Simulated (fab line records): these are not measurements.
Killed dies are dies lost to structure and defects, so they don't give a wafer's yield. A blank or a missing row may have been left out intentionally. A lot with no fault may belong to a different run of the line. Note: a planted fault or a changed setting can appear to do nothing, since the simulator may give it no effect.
Chamber matching || flow n5-finfet || N5_BEOL_M15_DESCUM_15 on rie-diel-01: 3 sister chambers
The step chemistry O2, time 7.9 s. 3 wafers are shown with their chamber, then 7 later ones without.

EACH WAFER AND ITS CHAMBER
{"wafer": "L086.4", "chamber": 2, "showerhead-plenum-p-Torr (Torr)": 2.14}
{"wafer": "L088.5", "chamber": 0, "showerhead-plenum-p-Torr (Torr)": 2.08}
{"wafer": "L088.6", "chamber": 1, "showerhead-plenum-p-Torr (Torr)": 2.06}

WAFERS WHOSE CHAMBER IS MISSING
{"wafer": "L091.3", "showerhead-plenum-p-Torr (Torr)": 2.08}
{"wafer": "L091.4", "showerhead-plenum-p-Torr (Torr)": 2.06}
{"wafer": "L091.6", "showerhead-plenum-p-Torr (Torr)": 2.08}
{"wafer": "L093.1", "showerhead-plenum-p-Torr (Torr)": 2.14}
{"wafer": "L093.4", "showerhead-plenum-p-Torr (Torr)": 2.06}
{"wafer": "L097.5", "showerhead-plenum-p-Torr (Torr)": 2.07}
{"wafer": "L097.6", "showerhead-plenum-p-Torr (Torr)": 2.05}

WHICH CHAMBER EACH ONE RAN IN
{"wafer": "L091.3", "from the rows above": 0, "in truth": 0}
{"wafer": "L091.4", "from the rows above": 1, "in truth": 1}
{"wafer": "L091.6", "from the rows above": 0, "in truth": 0}
{"wafer": "L093.1", "from the rows above": 2, "in truth": 2}
{"wafer": "L093.4", "from the rows above": 1, "in truth": 1}
{"wafer": "L097.5", "from the rows above": "can't be placed: 1 or 0", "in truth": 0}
{"wafer": "L097.6", "from the rows above": 1, "in truth": 1}
6 of 7 placed correctly. Cannot be placed on the basis of these rows: 1; the candidates contain the true chamber in 1. Placed wrongly: 0.
How it was worked out, from the rows above alone: a wafer's distance from a chamber is the root of the sum, over the readings, of the square of ((its reading less the chamber's mean) divided by the reading's scatter). If the next closest chamber is less than 2 further off than the closest, the wafer can't be placed; otherwise it belongs to the closest. Each chamber's mean is taken over the wafers shown for it. The scatter (one wafer shown for each chamber): square how far every hidden wafer sits from the nearest shown wafer, average those squares and take the square root.
